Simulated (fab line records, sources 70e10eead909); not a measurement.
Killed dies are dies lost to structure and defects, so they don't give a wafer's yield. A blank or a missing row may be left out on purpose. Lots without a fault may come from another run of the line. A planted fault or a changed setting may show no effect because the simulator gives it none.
Which tool did it? | flow nand_harc | 7 lots, 19 wafers sampled, at 2 steps of a route of 1302

WHAT THE GAUGES READ, wafer by wafer
NHARC_P_M1_CD_MEAS_09: target cd 130 nm.
lot  | measured     | on        | cd_nm (nm)
L390 | day 7 06:08  | cd_sem-02 | 129.7 130.3 129.1
L396 | day 9 12:10  | cd_sem-02 | 131.4 129.9
L399 | day 10 16:20 | cd_sem-02 | 130.5 129.7
L404 | day 12 22:08 | cd_sem-03 | 130.4 129.8 130.8
L406 | day 13 17:35 | cd_sem-02 | 130.4 130.8 131.1
L408 | day 14 13:28 | cd_sem-02 | 129.2 130.0 130.4
L410 | day 15 16:34 | cd_sem-03 | 129.9 129.7 130.8

WHICH TOOL RAN EACH LOT (tool, then ch and the chambers of the sampled wafers, then the start)
lot  | NHARC_P_M0_ANNEAL_30
L390 | rtp_anneal-01 ch 0, day 7 04:03
L396 | rtp_anneal-02 ch 0, day 9 09:57
L399 | rtp_anneal-01 ch 0, day 10 14:17
L404 | rtp_anneal-01 ch 0, day 12 19:53
L406 | rtp_anneal-01 ch 0, day 13 15:23
L408 | rtp_anneal-01 ch 0, day 14 11:17
L410 | rtp_anneal-02 ch 0, day 15 14:38
- NHARC_P_M0_ANNEAL_30: time 90 s.

THE ANSWER, worked out from the rows above alone
Rule: what is usual is taken from the lots themselves. Put in order of their means at a reading, lots are off if they are a third of the lots or fewer, leave a main group of 4 or more, and stand apart from it by a gap of 3 or more times the standard deviation of the main group's means; of several such gaps the widest counts. A main group whose means are all the same, to the digits that the tables above print for the reading, isn't used. A lot without any number at a reading at which 4 lots or more have one is off too. The other lots that the step has rows for count as sound.
No lot is off at any reading shown: from this, nothing can be told.

WHAT THE SIMULATOR HAD PUT IN
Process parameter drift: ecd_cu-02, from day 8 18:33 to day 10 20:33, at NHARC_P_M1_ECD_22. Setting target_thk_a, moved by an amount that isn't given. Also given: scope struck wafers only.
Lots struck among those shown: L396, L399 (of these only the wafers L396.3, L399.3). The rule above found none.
